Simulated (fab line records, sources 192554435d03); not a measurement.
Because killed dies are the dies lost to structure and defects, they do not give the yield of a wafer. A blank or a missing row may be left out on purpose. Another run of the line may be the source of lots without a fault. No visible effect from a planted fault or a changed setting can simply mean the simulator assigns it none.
fab line records | flow n5_finfet
record: lots: 4 | wafers: 12 | last_day: 16
route steps=1938 shown HKMG_FIN@433 GATE_CUT@465 BEOL_M4@1111 PASSIVATION@1936
lots that met no fault: taken from a fault-free run of the same line
start_h: the number of hours between the record's first day and the start of the first shown wafer of the lot | wait_h: time in hours since the lot's previous step | " unchanged from the row above | L1.1+2: a single row standing in for several wafers | - value missing, or start not given | * or withheld: withheld | < > ~ a bound
route shown NAME@n: NAME is a module with steps in the file, n the number in the route of the first one | usual: mean/standard deviation of fault-free wafers | same: alike in all rows | chamber/n: place in a boat | sites: per-site readings | _std_site: standard deviation of those values | _edge_site: the outer-site mean with the inner-site mean subtracted | radius_mm: for every site, how far away it sits from the centre of the wafer | mask NAME#n: copy n | behind: the most recent tool/chamber to have shaped the wafer | hold: what put the lot on hold/how long, in hours/how the hold closed | device: the n, p or np transistor that did not switch | end of line: at the end of the route, the tests of the same wafers | a step without rows: its recipe alone | killed: dies that structure and defects cost at the first sort, which is not the same as the wafer's yield | map: dies across one wafer; x = killed, . = not, _ = none there
set.NAME: the setting that was run; set.NAME@STEP: the one run at that earlier step | model.NAME: the simulator's own value behind a step, which no gauge read
lots at some steps of the route; a table a step, a row a wafer
services: from which hour (start_h, from the record's first day; less than 0 if before it) a tool's chamber was out of use, for how many hours, and why
== steps ==
step: N5_HKMG_FIN_DESCUM_17
recipe: chemistry: O2 | time_s: 7.9 | source_power_w: 50 | bias_power_w: 20 | pressure_mtorr: 20 | rf_frequency_hz: 2.712e+07 | temp_c: 40 | resist: CAR-ArF | o2_flow_sccm: 225
step: N5_HKMG_FIN_ETCH_31
recipe: chemistry: CF4 | target: SiARC | target_depth_a: 455 | mask_material: CAR-ArF | time_s: 75.8 | ion_energy_ev: 80 | pressure_mtorr: 40 | source_w: 545 | bias_w: 36 | Ar_flow_sccm: 100 | cf4_flow_sccm: 100 | ends: cleared
step: N5_HKMG_FIN_ETCH_32
recipe: chemistry: N2/H2 | target: SOC | target_depth_a: 2400 | temp_c: 40 | time_s: 300 | ion_energy_ev: 200 | mask_material: SiARC | pressure_mtorr: 30 | source_w: 840 | bias_w: 150 | n2_flow_sccm: 200 | h2_flow_sccm: 200
step: N5_HKMG_FIN_STRIP_33
recipe: chemistry: N2/H2 | temp_c: 40 | n2_flow_sccm: 200 | h2_flow_sccm: 200 | rf_frequency_hz: 6e+07
step: N5_HKMG_FIN_STRIP_34
recipe: chemistry: CF4 | resist: SiARC | power_w: 300 | bias_power_w: 75 | pressure_mtorr: 50 | cf4_flow_sccm: 150 | rf_frequency_hz: 6e+07
step: N5_HKMG_FIN_ETCH_35
recipe: chemistry: N2/H2 | target: SOC | target_depth_a: 2158 | ion_energy_ev: 65 | bias_w: 5 | source_w: 3000 | time_s: 243.4 | pressure_mtorr: 30 | n2_flow_sccm: 200 | h2_flow_sccm: 200
step: N5_HKMG_FIN_STRIP_92
recipe: chemistry: N2/H2 | material: SOC | time_s: 20 | power_w: 500 | temp_c: 40 | pressure_mtorr: 50 | rf_frequency_hz: 6e+07 | bias_power_w: 8 | h2_frac: 0.5 | n2_flow_sccm: 300 | h2_flow_sccm: 300
step: N5_HKMG_FIN_WET_ETCH_18
recipe: chemistry: SC1 | target: TiN | mix: 1:1:5 | temp_c: * | time_s: 55 | target_depth_nm: 5.2 | dry: ipa_marangoni | rinse_time_s: 30 | rinse_temp_c: 23
step: N5_HKMG_FIN_STRIP_19
recipe: chemistry: N2/H2 | power_w: 2500 | temp_c: 300 | h2_frac: 0.65 | time_s: 360 | pressure_mtorr: withheld | n2_flow_sccm: 1750 | h2_flow_sccm: 3250
step: N5_HKMG_FIN_ALD_91
recipe: material: TiN | target_thk_a: 10 | temp_c: 400 | ald_precursor_family: TiCl4 | ald_co_reactant: NH3 | pulse_time_s: 1 | purge_time_s: 3 | co_reactant_purge_time_s: 2 | co_reactant_pulse_time_s: 2 | ald_cycles: 47 | pressure_torr: 3
usual: ald_cycles: 47/0 | heater_power_w: 870/80 | precursor_pulse_height_rel: 1.000/0.017
lot.wafer | tool         | chamber | start_h | wait_h | ald_cycles | heater_power_w | precursor_pulse_height_rel
L947.3    | ald_metal-02 | 3       | 123.84  | 0.1    | 51         | 871            | 1.010
L947.4    | "            | 0       | "       | "      | 47         | 791            | 1.010
L947.6    | "            | 3       | "       | "      | 47         | 900            | 1.014
L950.2    | ald_metal-02 | 0       | 147.09  | 0.3    | 51         | 757            | 0.973
L950.3    | "            | 3       | "       | "      | 51         | 876            | 0.997
L950.4    | "            | 2       | "       | "      | 47         | 883            | 0.975
L956.1    | ald_metal-01 | 1       | 170.56  | 0.3    | 47         | 1040           | 1.017
L956.5    | "            | 1       | "       | "      | 47         | 1011           | 1.002
L956.6    | "            | 2       | "       | "      | 47         | 953            | 0.996
L960.1    | ald_metal-02 | 2       | 197.53  | 0.3    | 47         | 861            | 1.008
L960.2    | "            | 3       | "       | "      | 47         | 857            | 1.007
L960.3    | "            | 1       | "       | "      | 47         | 813            | 1.019
step: N5_HKMG_FIN_COAT_85
recipe: resist: SOC | temp_c: 250 | time_s: 60 | spin_rpm: 1500 | resist_thk_nm: 300
step: N5_HKMG_FIN_ETCH_86
recipe: chemistry: N2/H2 | target: SOC | target_depth_a: 3932 | stop_on: TiN | ion_energy_ev: 100 | bias_w: 61 | pressure_mtorr: 30 | source_w: 850 | n2_flow_sccm: 200 | h2_flow_sccm: 200
step: N5_HKMG_FIN_STRIP_89
recipe: chemistry: N2/H2 | material: SOC | time_s: 20 | power_w: 500 | temp_c: 40 | pressure_mtorr: 50 | rf_frequency_hz: 6e+07 | bias_power_w: 8 | h2_frac: 0.5 | n2_flow_sccm: 300 | h2_flow_sccm: 300
step: N5_HKMG_FIN_WET_ETCH_87
recipe: chemistry: SC1 | target: TiN | mix: 1:2:40 | temp_c: 50 | time_s: 154.2 | target_depth_nm: 4.7 | dry: ipa_marangoni | rinse_time_s: 30 | rinse_temp_c: 23
step: N5_HKMG_FIN_STRIP_88
recipe: chemistry: N2/H2 | power_w: 2500 | temp_c: 300 | h2_frac: 0.65 | time_s: 360 | pressure_mtorr: withheld | n2_flow_sccm: 1750 | h2_flow_sccm: 3250
step: N5_HKMG_FIN_NWFM_ALD_20
recipe: material: TiAlC | target_thk_a: 20 | temp_c: 300 | ald_precursor_family: TiCl4 | ald_co_reactant: TEA | pulse_time_s: 3 | purge_time_s: 2 | co_reactant_purge_time_s: 2 | co_reactant_pulse_time_s: 10 | ald_cycles: 7 | pressure_torr: 3
step: N5_HKMG_FIN_ALD_71
recipe: material: TiN | target_thk_a: 10 | temp_c: 400 | ald_precursor_family: TiCl4 | ald_co_reactant: NH3 | pulse_time_s: 1 | purge_time_s: 3 | co_reactant_purge_time_s: 2 | co_reactant_pulse_time_s: 2 | ald_cycles: 47 | pressure_torr: 3
step: N5_HKMG_FIN_COAT_66
recipe: resist: SOC | temp_c: 250 | time_s: 60 | spin_rpm: 1500 | resist_thk_nm: 300
step: N5_HKMG_FIN_ETCH_67
recipe: chemistry: N2/H2 | target: SOC | target_depth_a: 3889 | stop_on: TiN | ion_energy_ev: 100 | bias_w: 61 | pressure_mtorr: 30 | source_w: 850 | n2_flow_sccm: 200 | h2_flow_sccm: 200
step: N5_HKMG_FIN_STRIP_90
recipe: chemistry: N2/H2 | material: SOC | time_s: 20 | power_w: 500 | temp_c: 40 | pressure_mtorr: 50 | rf_frequency_hz: 6e+07 | bias_power_w: 8 | h2_frac: 0.5 | n2_flow_sccm: 300 | h2_flow_sccm: 300
step: N5_HKMG_FIN_WET_ETCH_73
recipe: chemistry: SC1 | mix: 1:2:40 | temp_c: 50 | time_s: 42.3 | target_depth_nm: 1.3 | dry: ipa_marangoni | rinse_time_s: 30 | rinse_temp_c: 23
step: N5_HKMG_FIN_ETCHBACK_68
recipe: chemistry: Cl2/Ar | stop_on: HfO2 | target_depth_a: 5 | pressure_mtorr: 10 | icp_w: 600 | bias_w: 60 | Cl2_flow_sccm: 40 | Ar_flow_sccm: 60
step: N5_HKMG_FIN_STRIP_69
recipe: chemistry: N2/H2 | power_w: 2500 | temp_c: 300 | h2_frac: 0.65 | time_s: 360 | pressure_mtorr: withheld | n2_flow_sccm: 1750 | h2_flow_sccm: 3250
step: N5_HKMG_FIN_ALD_21
recipe: material: TiN | target_thk_a: 15 | temp_c: 400 | ald_precursor_family: TiCl4 | ald_co_reactant: NH3 | pulse_time_s: 1 | purge_time_s: 3 | co_reactant_purge_time_s: 2 | co_reactant_pulse_time_s: 2 | ald_cycles: 68 | pressure_torr: 3
step: N5_HKMG_FIN_ALD_72
recipe: material: W | target_thk_a: 20 | temp_c: 300 | pressure_torr: 7.5 | ald_precursor_family: WF6 | ald_co_reactant: B2H6 | pulse_time_s: 1 | purge_time_s: 2 | co_reactant_purge_time_s: 2 | co_reactant_pulse_time_s: 3 | ald_cycles: 7
step: N5_HKMG_FIN_W_FILL_22
recipe: material: W | target_thk_a: 600 | temp_c: 400 | pressure_torr: 39.4 | time_s: 18.2
step: N5_HKMG_FIN_PRECLEAN_83
recipe: chemistry: DIW | time_s: 57.5 | temp_c: 23
step: N5_HKMG_FIN_SRD_84
recipe: dry_time_s: 32 | dry: n2_spin | spin_rpm: 1500
step: N5_HKMG_FIN_CMP_23
recipe: stop_on: SiNx | t_overpolish_s: 10 | post_cmp_clean: rinse_only | down_force_psi: 4 | platen_rpm: 50.289 | pad_velocity_m_s: 1.0006 | target_thk_nm: 46.326
step: N5_HKMG_FIN_CMP_94
recipe: stop_on: SiNx | post_cmp_clean: w_dilute_nh4oh | t_overpolish_s: 4.7 | down_force_psi: 4 | platen_rpm: 50.289 | pad_velocity_m_s: 1.0006 | target_thk_nm: 43.299
step: N5_GATE_CUT_ETCHBACK_00
recipe: chemistry: SF6/Cl2 | target: W | pressure_mtorr: 8 | icp_w: 900 | bias_w: 80 | SF6_flow_sccm: 40 | Cl2_flow_sccm: 60
step: N5_GATE_CUT_ETCH_56
recipe: chemistry: Cl2/Ar | target: TiN | target_depth_a: 216 | pressure_mtorr: 10 | icp_w: 600 | bias_w: 60 | Cl2_flow_sccm: 40 | Ar_flow_sccm: 60
step: N5_GATE_CUT_ETCHBACK_30
recipe: chemistry: Cl2/Ar | target: TiN | target_depth_a: 30 | mode: isotropic | pressure_mtorr: 10 | icp_w: 600 | bias_w: 60 | Cl2_flow_sccm: 40 | Ar_flow_sccm: 60
step: N5_GATE_CUT_VAPOR_ETCH_60
recipe: chemistry: BCl3/Cl2 | target: HfO2 | mode: isotropic
step: N5_GATE_CUT_ETCH_58
recipe: chemistry: CH3F/O2 | target: SiNx | target_depth_a: 170 | time_s: 128.6 | ion_energy_ev: 50 | pressure_mtorr: 30 | source_w: 415 | bias_w: 21 | Ar_flow_sccm: 150 | CH3F_flow_sccm: 30 | O2_flow_sccm: 20
step: N5_GATE_CUT_STRIP_59
recipe: chemistry: N2/H2 | time_s: 20 | power_w: 100 | temp_c: 40 | pressure_mtorr: 100 | rf_frequency_hz: 6e+07 | bias_power_w: 3 | n2_flow_sccm: 300 | h2_flow_sccm: 300
step: N5_GATE_CUT_PRECLEAN_31
recipe: temp_c: 23 | chemistry: DIW | time_s: 300
step: N5_BEOL_M4_RC_MEAS_101
usual: DIBL_N: 36.9/1.7 | DIBL_P: 36.7/2.1 | IOFF_N: 0.17/0.032 | IOFF_N_LONG: 5.63e-05/2.6e-06 | IOFF_P: 0.22/0.036 | ION_N: 674/12 | ION_P: 461/7 | SS_N: 71.7/0.6 | SS_P: 73.4/0.67 | VT_N: 249/3.1 | VT_N_LONG: 274.5/1.9 | VT_P: -250/3.2
lot.wafer | tool      | chamber | start_h | wait_h | DIBL_N[mV/V] | DIBL_P[mV/V] | IOFF_N[nA/um] | IOFF_N_LONG[nA/um] | IOFF_P[nA/um] | ION_N[uA/um] | ION_P[uA/um] | SS_N[mV/dec] | SS_P[mV/dec] | VT_N[mV] | VT_N_LONG[mV] | VT_P[mV]
L947.3    | prober-01 | 0       | 200.47  | 0.3    | 38.4         | 37.9         | 0.14          | 4.65e-05           | 0.28          | 652          | 466          | 71.8         | 73.3         | 257      | 282.2         | -243
L947.4    | "         | 0       | "       | "      | 38.3         | 38.1         | 0.18          | 5.77e-05           | 0.25          | 676          | 465          | 71.8         | 73.6         | 248      | 274.7         | -248
L947.6    | "         | 0       | "       | "      | 37.9         | 37.5         | 0.17          | 5.88e-05           | 0.23          | 676          | 467          | 71.5         | 73.8         | 250      | 273.3         | -248
L950.2    | prober-01 | 0       | 248.76  | 0.2    | 38.3         | 37.0         | 0.14          | 4.46e-05           | 0.25          | 657          | 467          | 71.8         | 73.1         | 256      | 287.4         | -247
L950.3    | "         | 0       | "       | "      | 40.8         | 41.3         | 0.18          | 4.33e-05           | 0.35          | 671          | 476          | 72.6         | 75.5         | 255      | 283.7         | -243
L950.4    | "         | 0       | "       | "      | 37.2         | 36.2         | 0.17          | 5.54e-05           | 0.21          | 675          | 456          | 71.5         | 73.8         | 249      | 273.8         | -249
L956.1    | prober-01 | 0       | 252.85  | 0.0    | 38.0         | 37.6         | 0.18          | 5.61e-05           | 0.20          | 676          | 459          | 72.0         | 73.0         | 250      | 273.5         | -251
L956.5    | "         | 0       | "       | "      | 35.6         | 34.2         | 0.12          | 5.7e-05            | 0.15          | 653          | 443          | 71.8         | 72.2         | 254      | 273.8         | -257
L956.6    | "         | 0       | "       | "      | 38.3         | 38.6         | 0.18          | 5.76e-05           | 0.21          | 685          | 460          | 72.3         | 73.8         | 248      | 274.3         | -252
L960.1    | prober-01 | 0       | 288.99  | 0.0    | 38.3         | 39.8         | 0.19          | 5.34e-05           | 0.26          | 674          | 471          | 72.0         | 74.2         | 247      | 277.0         | -246
L960.2    | "         | 0       | "       | "      | 36.0         | 36.7         | 0.15          | 5.45e-05           | 0.20          | 672          | 459          | 71.0         | 73.8         | 252      | 276.0         | -249
L960.3    | "         | 0       | "       | "      | 37.9         | 38.9         | 0.20          | 5.65e-05           | 0.24          | 683          | 460          | 72.2         | 73.7         | 248      | 272.5         | -250
step: N5_PASSIVATION_PROBE_49
usual: defect_limited_yield: 91.7/1.5 | killed_at_M0_to_M3: 32/9.6 | killed_at_M4_up: 13/5.3 | killed_at_contacts: 12/6.8 | killed_at_front_end: 36/9.8 | killed_at_other: 4/3.1 | killed_dies: 98/17 | killed_open: 65/13 | killed_short: 32/8.5 | sort_bin_5_function: 4.9/0.93 | sort_bin_6_memory: 3.2/0.67 | sort_n_pass: 1082/17 | sort_yield_pct: 91.7/1.4
same: gross_dies: 1180 | killed_at_back_side: 0 | sort_bin_4_leakage[%]: 0 | sort_bin_8_speed[%]: 0
lot.wafer | tool      | chamber | start_h | wait_h | defect_limited_yield[%] | killed_at_M0_to_M3 | killed_at_M4_up | killed_at_contacts | killed_at_front_end | killed_at_other | killed_dies | killed_open | killed_short | sort_bin_5_function[%] | sort_bin_6_memory[%] | sort_n_pass | sort_yield_pct[%]
L947.3    | prober-02 | -       | 306.17  | 0.1    | 90.1                    | 44                 | 10              | 9                  | 40                  | 14              | 117         | 65          | 51           | 6.2                    | 3.2                  | 1063        | 90.1
L947.4    | prober-02 | -       | 306.22  | 0.2    | 91.1                    | 45                 | 14              | 14                 | 31                  | 1               | 105         | 77          | 28           | 5.3                    | 3.1                  | 1075        | 91.1
L947.6    | prober-02 | -       | 306.32  | 0.3    | 91.8                    | 20                 | 15              | 16                 | 43                  | 3               | 97          | 68          | 27           | 4.6                    | 3.5                  | 1083        | 91.8
L960.1    | prober-02 | -       | 391.95  | 0.0    | 88.4                    | 43                 | 12              | 33                 | 39                  | 10              | 137         | 92          | 40           | 7.1                    | 4.2                  | 1043        | 88.4
L960.2    | prober-02 | -       | 392.00  | 0.1    | 91.0                    | 33                 | 6               | 22                 | 43                  | 2               | 106         | 77          | 29           | 5.3                    | 3.4                  | 1074        | 91.0
L960.3    | prober-02 | -       | 392.05  | 0.1    | 91.8                    | 36                 | 9               | 23                 | 27                  | 2               | 97          | 62          | 35           | 4.7                    | 3.4                  | 1083        | 91.8
killed by level:class
L947.3 BEOL_M0_SAQP:geometric_particle:short=18 BEOL_M0_SAQP:geometric_particle:open=11 STI_FIN_REVEAL:geometric_particle:open=10 MOL_CONTACT_COAG:geometric_particle:open=7 MIM_TOP:geometric_particle:open=7 FIN_SAQP:geometric_particle:short=6 FIN_SAQP:geometric_particle:open=5 BEOL_M4:geometric_particle:open=5
L947.4 STI_FIN_REVEAL:geometric_particle:open=16 BEOL_M2:geometric_particle:open=16 MOL_CONTACT_COAG:geometric_particle:open=11 BEOL_M0_SAQP:geometric_particle:open=11 BEOL_M0_SAQP:geometric_particle:short=7 BEOL_M5:geometric_particle:open=5 BEOL_M4:geometric_particle:open=4 FIN_SAQP:geometric_particle:short=3
L947.6 STI_FIN_REVEAL:geometric_particle:open=16 MOL_CONTACT_COAG:geometric_particle:open=13 FIN_SAQP:geometric_particle:short=6 BEOL_M0_SAQP:geometric_particle:open=5 FIN_SAQP:geometric_particle:open=4 STI_FIN_REVEAL:geometric_particle:short=4 GATE_CUT:geometric_particle:open=4 BEOL_M2:geometric_particle:short=4
L960.1 MOL_CONTACT_COAG:geometric_particle:open=20 STI_FIN_REVEAL:geometric_particle:open=17 BEOL_M3:geometric_particle:open=12 BEOL_M2:geometric_particle:open=10 MOL_CONTACT_COAG:geometric_particle:short=10 BEOL_M0_SAQP:geometric_particle:short=6 BEOL_M0_SAQP:geometric_particle:open=6 FIN_SAQP:geometric_particle:open=5
L960.2 MOL_CONTACT_COAG:geometric_particle:open=19 STI_FIN_REVEAL:geometric_particle:open=16 FIN_SAQP:geometric_particle:short=9 BEOL_M3:geometric_particle:open=9 BEOL_M2:geometric_particle:open=6 BEOL_M2:geometric_particle:short=5 BEOL_M0_SAQP:geometric_particle:open=5 BEOL_M4:geometric_particle:open=4
L960.3 MOL_CONTACT_COAG:geometric_particle:open=18 BEOL_M1:geometric_particle:open=8 FIN_SAQP:geometric_particle:open=6 GATE_CUT:geometric_particle:short=6 BEOL_M0_SAQP:geometric_particle:short=6 MOL_CONTACT_COAG:geometric_particle:short=5 BEOL_M2:geometric_particle:open=5 BEOL_M3:geometric_particle:open=5
== services ==
tool         | chamber | start_h | hours | kind
ald_metal-01 | 0       | 167.88  | -     | calibration
ald_metal-02 | -       | 174.68  | 8.7   | pm
ald_metal-02 | 2       | 186.84  | -     | calibration
== key ==
first_sign: step: N5_HKMG_FIN_ALD_91 | reading: ald_cycles | direction: up | sigmas: 99+ | usual: * | struck: *
effect: step: N5_BEOL_M4_RC_MEAS_101 | reading: VT_N_LONG | direction: up | sigmas: 5.1 | usual: 274.5 | struck: 284.4
effect: step: N5_BEOL_M4_RC_MEAS_101 | reading: IOFF_N_LONG | direction: down | sigmas: 4.5 | usual: 5.63e-05 | struck: 4.48e-05
effect: step: N5_BEOL_M4_RC_MEAS_101 | reading: VT_N | direction: up | sigmas: 2.2 | usual: 249 | struck: 256
effect: step: N5_BEOL_M4_RC_MEAS_101 | reading: IOFF_P | direction: up | sigmas: 2.1 | usual: 0.22 | struck: 0.29
met_at N5_HKMG_FIN_ALD_91
struck_wafers L947.3,L950.2,L950.3
fault: kind: process_parameter_drift | tool: ald_metal-02 | chamber: - | onset_h: 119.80 | steps: N5_HKMG_FIN_ALD_91 | channel: ald_cycles | offset: * | shape: step | end_h: 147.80 | scope: struck_wafers_only | acts_in: * | stated: *
